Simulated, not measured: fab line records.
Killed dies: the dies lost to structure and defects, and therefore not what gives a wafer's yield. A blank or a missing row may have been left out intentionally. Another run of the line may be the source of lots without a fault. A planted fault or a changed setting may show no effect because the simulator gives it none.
fab line records | flow n5-finfet | part 2 of 2: steps 19 to 26 of 26
record lots=5 | wafers=15 | last-day=19
route steps=1938 shown SDB@354 DUMMY_REMOVAL@377
lots untouched by any fault: they come from a run of this same line in which no faults occurred
start-h: the number of hours between the record's first day and the start of the first shown wafer of the lot | wait-h: hours elapsed since this lot's preceding step | " identical to the entry in the row above | L1.1+2: several wafers, shown together as one row | - no value present, or no start provided | * or withheld: withheld | < > ~ a bound
route shown NAME@n: names a module that has steps shown in the file, with the first one's number in the route | usual: mean/standard deviation of fault-free wafers | same: alike in all rows | chamber/n: place in a boat | sites: readings site by site | _std_site: standard deviation of those values | _edge_site: outer sites' mean less inner sites' | radius-mm: for every site, how far away it sits from the centre of the wafer | mask NAME#n: copy n | behind: tool/chamber where the wafer was last shaped | hold: cause of the lot's hold/its duration in hours/its outcome | device: transistor that didn't switch, given as n, p or np | end of line: tests of these same wafers at the route's end | a step without rows: its recipe alone | killed: dies lost to structure and defects at the first sort, not the wafer's yield | map: shows each die of a wafer: x if killed, . if not, _ if none is there
set.NAME: setting as actually run; set.NAME@STEP: the setting as run at that earlier step | model.NAME: the simulator's own value behind a step, which no gauge read
lots at selected steps of the route; one table per step, one row per wafer
services: from which hour (start-h, from the record's first day; less than 0 if before it) a tool's chamber was out of use, for how many hours, and why
## steps
# step N5_SDB_SRD_28
# recipe dry=ipa-marangoni | time-s=30 | temp-c=23 | rinse-liquid=diw
# usual bath-heat-duty-pct=3.7/0.52
lot.wafer | tool         | chamber | start-h | wait-h | bath-heat-duty-pct
L077.2    | wet-bench-02 | 1       | 84.31   | 0.0    | 3.7
L077.3    | "            | 5       | "       | "      | 3.6
L077.5    | "            | 7       | "       | "      | 3.5
L083.1    | wet-bench-04 | 4       | 118.70  | 0.0    | 4.1
L083.3    | "            | 2       | "       | "      | 3.3
L083.5    | "            | 5       | "       | "      | 3.8
L086.2    | wet-bench-06 | 5       | 145.60  | 0.0    | 3.6
L086.4    | "            | 4       | "       | "      | 3.7
L086.6    | "            | 0       | "       | "      | 3.4
L090.1    | wet-bench-06 | 5       | 161.91  | 0.0    | 4.7
L090.2    | "            | 4       | "       | "      | 3.2
L090.5    | "            | 0       | "       | "      | 3.6
L097.1    | wet-bench-06 | 6       | 207.69  | 0.0    | 2.6
L097.2    | "            | 3       | "       | "      | 4.0
L097.6    | "            | 7       | "       | "      | 5.1
# step N5_SDB_ALD_29
# recipe material=SiNx | target-thk-a=300 | temp-c=400 | ald-precursor-family=SiH2I2 | ald-co-reactant=N2/H2-plasma | pulse-time-s=1 | ald-cycles=600 | purge-time-s=2 | co-reactant-purge-time-s=2 | pressure-torr=2
# usual heater-power-w=852/79 | precursor-pulse-height-rel=1.001/0.018
# same ald-cycles=600
lot.wafer | tool       | chamber | start-h | wait-h | heater-power-w | precursor-pulse-height-rel
L077.2    | ald-sin-04 | 0       | 84.40   | 0.1    | 846            | 1.017
L077.3    | "          | 2       | "       | "      | 936            | 1.004
L077.5    | "          | 3       | 85.75   | 1.4    | 828            | 0.993
L083.1    | ald-sin-01 | 1       | 118.74  | 0.0    | 1005           | 0.974
L083.3    | "          | 2       | "       | "      | 963            | 1.004
L083.5    | "          | 2       | 120.10  | 1.4    | 950            | 1.021
L086.2    | ald-sin-01 | 0       | 145.65  | 0.0    | 892            | 1.006
L086.4    | "          | 3       | "       | "      | 717            | 1.018
L086.6    | "          | 2       | 147.00  | 1.4    | 956            | 1.016
L090.1    | ald-sin-04 | 3       | 161.95  | 0.0    | 833            | 1.008
L090.2    | "          | 1       | "       | "      | 861            | 0.972
L090.5    | "          | 0       | 163.31  | 1.4    | 863            | 1.006
L097.1    | ald-sin-01 | 2       | 207.74  | 0.0    | 949            | 0.994
L097.2    | "          | 0       | "       | "      | 893            | 1.020
L097.6    | "          | 2       | 209.09  | 1.4    | 967            | 0.991
# step N5_SDB_CMP_30
# recipe stop-on=poly-Si | t-overpolish-s=1.54 | post-cmp-clean=alkaline-brush | down-force-psi=4.1491 | platen-rpm=51.796 | pad-velocity-m-s=1.0306 | target-thk-nm=30
# usual head-pressure-psi=4.149/0.009 | motor-current-A=12.9/1.3 | overpolish-run-s=1.542/0.01 | platen-rpm=51.80/0.034 | time-to-endpoint-s=18.9/2.5
lot.wafer | tool   | chamber | start-h | wait-h | head-pressure-psi | motor-current-A | overpolish-run-s | platen-rpm | time-to-endpoint-s
L077.2    | cmp-04 | 0       | 87.13   | 1.4    | 4.159             | 13.3            | 1.538            | 51.78      | 14.8
L077.3    | "      | 2       | "       | "      | 4.146             | 13.4            | 1.526            | 51.74      | 17.5
L077.5    | "      | 1       | "       | "      | 4.140             | 13.5            | 1.563            | 51.76      | 15.8
L083.3    | cmp-02 | 1       | 121.55  | 1.5    | 4.144             | 13.4            | 1.547            | 51.83      | 23.1
L083.1    | "      | 2       | "       | "      | 4.164             | 12.8            | 1.565            | 51.76      | 16.8
L083.5    | "      | 3       | "       | "      | 4.149             | 12.1            | 1.547            | 51.76      | 19.5
L086.4    | cmp-02 | 1       | 148.60  | 1.6    | 4.150             | 12.7            | 1.558            | 51.81      | 22.0
L086.2    | "      | 2       | "       | "      | 4.126             | 12.4            | 1.538            | 51.77      | 20.2
L086.6    | "      | 3       | "       | "      | 4.164             | 12.3            | 1.538            | 51.73      | 21.1
L090.1    | cmp-01 | 1       | 164.69  | 1.4    | 4.138             | 12.3            | 1.553            | 51.84      | 21.7
L090.2    | "      | 2       | "       | "      | 4.150             | 11.2            | 1.527            | 51.74      | 15.3
L090.5    | "      | 1       | "       | "      | 4.147             | 13.0            | 1.532            | 51.81      | 19.4
L097.1    | cmp-01 | 2       | 210.51  | 1.4    | 4.144             | 11.5            | 1.536            | 51.73      | 15.8
L097.2    | "      | 0       | "       | "      | 4.142             | 12.5            | 1.537            | 51.75      | 21.0
L097.6    | "      | 2       | "       | "      | 4.139             | 11.6            | 1.532            | 51.80      | 18.6
# step N5_SDB_THK_MEAS_31
# recipe reads=a-Si_of_DUMMY_GATE_CVD_03
# usual SDB_THK=64.7/1.2
lot.wafer | tool          | chamber | start-h | wait-h | SDB_THK[nm]
L077.2    | film-metro-02 | -       | 87.43   | -      | 65.2
L077.3    | "             | -       | "       | "      | 63.8
L077.5    | "             | -       | "       | "      | 64.4
L083.1    | film-metro-02 | -       | 121.77  | -      | 66.8
L083.3    | "             | -       | "       | "      | 65.8
L083.5    | "             | -       | "       | "      | 66.9
L086.2    | film-metro-02 | -       | 148.82  | -      | 64.9
L086.4    | "             | -       | "       | "      | 63.9
L086.6    | "             | -       | "       | "      | 61.8
L090.1    | film-metro-01 | -       | 164.98  | -      | 65.7
L090.2    | "             | -       | "       | "      | 66.1
L090.5    | "             | -       | "       | "      | 65.8
L097.1    | film-metro-01 | -       | 210.77  | -      | 66.3
L097.2    | "             | -       | "       | "      | 67.0
L097.6    | "             | -       | "       | "      | 65.0
# step N5_SDB_INSPECT_36
# recipe inspect-instrument=darkfield | mode=post-cmp
# usual raw-defect-count=37/17
lot.wafer | tool              | chamber | start-h | wait-h | raw-defect-count
L077.2    | defect-inspect-02 | -       | 87.45   | 0.0    | 103
L077.3    | "                 | -       | "       | "      | 36
L077.5    | "                 | -       | "       | "      | 45
L083.1    | defect-inspect-02 | -       | 121.80  | 0.0    | 36
L083.3    | "                 | -       | "       | "      | 35
L083.5    | "                 | -       | "       | "      | 48
L086.2    | defect-inspect-02 | -       | 148.85  | 0.0    | 54
L086.4    | "                 | -       | "       | "      | 53
L086.6    | "                 | -       | "       | "      | 102
L090.1    | defect-inspect-01 | -       | 165.01  | 0.0    | 19
L090.2    | "                 | -       | "       | "      | 30
L090.5    | "                 | -       | "       | "      | 40
L097.1    | defect-inspect-02 | -       | 210.79  | 0.0    | 34
L097.2    | "                 | -       | "       | "      | 21
L097.6    | "                 | -       | "       | "      | 21
# step N5_DUMMY_REMOVAL_HM_STRIP_01
# recipe chemistry=CH3F/O2 | material=SiNx | target-depth-a=40 | stop-on=poly-Si | time-s=6.8 | over-etch-frac=0.3 | ion-energy-ev=60 | power-w=410 | bias-w=29 | Ar_flow_sccm=150 | CH3F_flow_sccm=30 | O2_flow_sccm=20
# usual drypump-motor-current-A=5.5/0.52 | oes-product-au=0.64/0.064 | rf-vpp-V=127.6/1 | showerhead-plenum-p-Torr=2.02/0.075 | throttle-valve-pct=16.40/0.24
# same over-etch-frac=0.3
lot.wafer | tool        | chamber | start-h | wait-h | drypump-motor-current-A | oes-product-au | rf-hours-counter-h | rf-vpp-V | showerhead-plenum-p-Torr | throttle-valve-pct
L077.2    | rie-diel-03 | 3       | 87.49   | 0.0    | 6.3                     | 0.57           | 230                | 127.7    | 1.99                     | 16.93
L077.3    | "           | 1       | "       | "      | 6.0                     | 0.61           | 129                | 126.9    | 2.00                     | 16.43
L077.5    | "           | 0       | "       | "      | 4.9                     | 0.64           | -                  | 126.7    | 1.92                     | 16.56
L083.1    | rie-diel-04 | 1       | 121.94  | 0.1    | 4.9                     | 0.62           | 142                | 127.4    | 2.09                     | 16.69
L083.3    | "           | 2       | "       | "      | 5.1                     | 0.59           | 177                | 126.5    | 1.91                     | 16.33
L083.5    | "           | 2       | "       | "      | 5.1                     | 0.59           | -                  | 125.5    | 1.91                     | 16.33
L086.2    | rie-diel-03 | 3       | 149.07  | 0.2    | 6.3                     | 0.56           | 248                | 126.6    | 1.99                     | 16.96
L086.4    | "           | 0       | "       | "      | 4.9                     | 0.62           | 146                | 125.6    | 1.92                     | 16.60
L086.6    | "           | 1       | "       | "      | 6.0                     | 0.60           | -                  | 127.8    | 2.00                     | 16.48
L090.1    | rie-diel-03 | 0       | 165.04  | 0.0    | 4.9                     | 0.62           | 151                | 126.4    | 1.92                     | 16.59
L090.2    | "           | 1       | "       | "      | 6.0                     | 0.59           | 153                | 127.0    | 2.00                     | 16.48
L090.5    | "           | 0       | "       | "      | 4.9                     | 0.62           | -                  | 126.7    | 1.92                     | 16.60
L097.1    | rie-diel-05 | 1       | 210.83  | 0.0    | 5.6                     | 0.67           | 64                 | 128.9    | 2.12                     | 16.48
L097.2    | "           | 0       | "       | "      | 5.8                     | 0.67           | 74                 | 128.4    | 2.11                     | 16.21
L097.6    | "           | 2       | "       | "      | 5.0                     | 0.74           | -                  | 129.5    | 2.12                     | 16.34
# step N5_DUMMY_REMOVAL_STRIP_10
# recipe chemistry=N2/H2 | time-s=40 | power-w=100 | temp-c=40 | pressure-mtorr=100 | rf-frequency-hz=6e+07 | bias-power-w=3 | n2-flow-sccm=300 | h2-flow-sccm=300
# usual drypump-motor-current-A=5.6/0.52 | oes-product-au=0.79/0.082 | rf-vpp-V=45.4/0.81 | showerhead-plenum-p-Torr=3.41/0.12 | throttle-valve-pct=12.24/0.25
lot.wafer | tool        | chamber | start-h | wait-h | drypump-motor-current-A | oes-product-au | rf-hours-counter-h | rf-vpp-V | showerhead-plenum-p-Torr | throttle-valve-pct
L077.2    | rie-diel-03 | 3       | 87.52   | 0.0    | 6.3                     | 0.70           | 230                | 46.0     | 3.31                     | 12.64
L077.3    | "           | 1       | "       | "      | 6.0                     | 0.76           | 129                | 44.3     | 3.38                     | 12.36
L077.5    | "           | 0       | "       | "      | 4.9                     | 0.79           | -                  | 45.5     | 3.26                     | 12.45
L083.1    | rie-diel-04 | 1       | 121.98  | 0.0    | 4.9                     | 0.77           | 142                | 45.5     | 3.51                     | 12.53
L083.3    | "           | 2       | "       | "      | 5.1                     | 0.73           | 177                | 45.1     | 3.21                     | 12.19
L083.5    | "           | 2       | "       | "      | 5.1                     | 0.73           | -                  | 47.0     | 3.21                     | 12.20
L086.2    | rie-diel-03 | 3       | 149.10  | 0.0    | 6.3                     | 0.69           | 248                | 45.8     | 3.30                     | 12.69
L086.4    | "           | 0       | "       | "      | 4.9                     | 0.77           | 146                | 45.2     | 3.25                     | 12.48
L086.6    | "           | 1       | "       | "      | 6.1                     | 0.74           | -                  | 46.0     | 3.37                     | 12.41
L090.1    | rie-diel-03 | 0       | 165.08  | 0.0    | 4.9                     | 0.77           | 151                | 44.7     | 3.25                     | 12.50
L090.2    | "           | 1       | "       | "      | 6.0                     | 0.73           | 153                | 44.9     | 3.37                     | 12.42
L090.5    | "           | 0       | "       | "      | 4.9                     | 0.77           | -                  | 46.1     | 3.25                     | 12.50
L097.1    | rie-diel-05 | 1       | 210.86  | 0.0    | 5.6                     | 0.83           | 64                 | 45.1     | 3.55                     | 12.21
L097.2    | "           | 0       | "       | "      | 5.8                     | 0.82           | 74                 | 46.1     | 3.56                     | 12.07
L097.6    | "           | 2       | "       | "      | 5.0                     | 0.92           | -                  | 44.5     | 3.57                     | 12.10
# step N5_DUMMY_REMOVAL_PRECLEAN_07
# recipe chemistry=dHF | time-s=30 | temp-c=25 | dilution=withheld
lot.wafer  | tool         | chamber | start-h | wait-h
L077.2+3+5 | wet-bench-03 | 7,3,5   | 87.62   | 0.1
L083.1+3+5 | wet-bench-03 | 0,7,1   | 122.07  | 0.1
L086.2+4+6 | wet-bench-05 | 1,6,3   | 149.20  | 0.1
L090.1+2+5 | wet-bench-03 | 1,5,0   | 165.17  | 0.1
L097.1+2+6 | wet-bench-03 | 4,2,1   | 210.96  | 0.1
## services
tool            | chamber | start-h | hours | kind
cmp-01          | -       | 63.85   | 0.6   | repair
rie-diel-03     | 1       | 70.57   | 13.5  | repair
cmp-01          | -       | 70.94   | 0.4   | repair
rie-diel-04     | 2       | 71.52   | 4.8   | repair
rie-diel-01     | 2       | 84.59   | 4.7   | repair
cmp-01          | -       | 86.08   | 1.8   | repair
rie-si-01       | 3       | 91.94   | 6.1   | repair
rie-diel-02     | 0       | 92.12   | 4.1   | repair
rie-diel-06     | 3       | 93.50   | 2.2   | repair
rie-diel-05     | 2       | 111.70  | 7.9   | repair
ald-sin-04      | -       | 115.57  | 6.1   | pm
cmp-01          | -       | 120.50  | 1.2   | repair
cmp-02          | -       | 130.92  | 1.4   | repair
wet-bench-04    | -       | 142.64  | 4.4   | pm
cmp-02          | -       | 142.79  | 4.0   | pm
rie-diel-05     | -       | 147.63  | 0.9   | repair
rie-diel-03     | 0       | 154.99  | 7.7   | repair
plasma-asher-02 | -       | 158.03  | 2.8   | pm
rie-diel-02     | 2       | 173.19  | 5.9   | repair
rie-diel-04     | -       | 174.46  | 15.6  | pm
rie-diel-06     | 1       | 176.21  | 35.1  | repair
rie-diel-02     | -       | 182.74  | 0.5   | repair
rie-diel-02     | 2       | 192.53  | 6.0   | repair
rie-diel-03     | 0       | 196.77  | 6.4   | repair
